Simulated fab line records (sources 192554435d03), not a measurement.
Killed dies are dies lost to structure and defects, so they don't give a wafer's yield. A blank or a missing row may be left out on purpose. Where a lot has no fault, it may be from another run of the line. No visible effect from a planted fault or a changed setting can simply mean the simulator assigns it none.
Split-lot study -- flow n5-finfet -- 21 wafers read across 7 lots, on a route 1938 steps long

ON THE SPLIT
At N5_PASSIVATION_EXPOSE_41 (exposes mask PASS OPEN, defocus 0 nm, target cd 40000 nm), the setting dose-mj was moved away from the recipe's 57.25 on 9 of the 21 wafers read, by -7.1% to +7.1%. All remaining wafers had this setting at the recipe value.

FROM THE SPLIT TO THE READING: what the file shows between them, 3 steps
- N5_PASSIVATION_PEB_42
- N5_PASSIVATION_DEVELOP_43: develop time 60 s
- N5_PASSIVATION_HARDBAKE_45: time 120 s

THE READING
cd-nm, in nm, at N5_PASSIVATION_CD_MEAS_44 (target cd 40000 nm). On this fab line, fault-free wafers typically give 39999 nm with a standard deviation of 4.3 nm.

wafer,"tool, chamber at the split",dose-mj as run,against the recipe,"cd-nm, nm",against lot-mates on the recipe
L075.3,"krf-scanner-02, 0",55.74,-2.6%,39990,-7
L075.4,"krf-scanner-02, 0",57.25,recipe,39997,-
L075.5,"krf-scanner-02, 0",55.74,-2.6%,39992,-5
L074.2,"krf-scanner-01, 0",54.23,-5.3%,39977,-23
L074.3,"krf-scanner-01, 0",57.25,recipe,40000,-
L074.4,"krf-scanner-01, 0",54.23,-5.3%,39986,-14
L076.2,"krf-scanner-02, 0",57.25,recipe,39998,-
L076.5,"krf-scanner-02, 0",57.25,recipe,39995,-
L076.6,"krf-scanner-02, 0",57.25,recipe,39994,-
L087.1,"krf-scanner-01, 0",57.25,recipe,39998,-
L087.2,"krf-scanner-01, 0",53.16,-7.1%,39973,-25
L087.4,"krf-scanner-01, 0",53.16,-7.1%,39966,-32
L093.2,"krf-scanner-01, 0",61.32,+7.1%,40032,no lot-mate on the recipe
L093.3,"krf-scanner-01, 0",61.32,+7.1%,40031,no lot-mate on the recipe
L093.4,"krf-scanner-01, 0",61.32,+7.1%,40037,no lot-mate on the recipe
L094.1,"krf-scanner-01, 0",57.25,recipe,39998,-
L094.2,"krf-scanner-01, 0",57.25,recipe,39999,-
L094.5,"krf-scanner-01, 0",57.25,recipe,40000,-
L095.3,"krf-scanner-01, 0",57.25,recipe,39992,-
L095.4,"krf-scanner-01, 0",57.25,recipe,39993,-
L095.5,"krf-scanner-01, 0",57.25,recipe,39994,-

FIT RESULTS
A straight line over all 21 wafers: cd-nm changes by +4.27 nm for each +1% of dose-mj; r = +0.97; the points scatter about the line by 4.4 nm.
The same after taking each lot's own level away (the mean of its wafers on the recipe; 18 wafers): +3.77 nm for each +1%; r = +0.97; scatter 2.7 nm.
Per that fit: largest dose-mj move, reading shift of 27 nm.
The lots' own levels span 39993.0 to 40000.0 nm, that is 1.6 times the standard deviation above.
Thus the slope moves with the lot-to-lot level: the two fits are different.
Check: for one of the wafers moved furthest among these (-7.1%), held out of the fit, the line's prediction against its lot-mates is -27.1 nm. It came out at -25 nm against them.

OTHER SPLITS ON THESE WAFERS
Before the reading, these wafers also passed through other splits. Each is held against what the fit with the lots' levels taken away leaves over:
other split on the same wafers,wafers away from the commonest value,r with cd-nm (lot level and that fit taken away)
N5_BEOL_M15_PEB_26 peb-temp-c,9,+0.33
N5_MIM_TOP_LITHO_EXPOSE_05 dose-mj,6,-0.14

THE FILE'S OWN FIT
cd-nm changes by +3.64 nm for each +1% of dose-mj, r = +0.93.
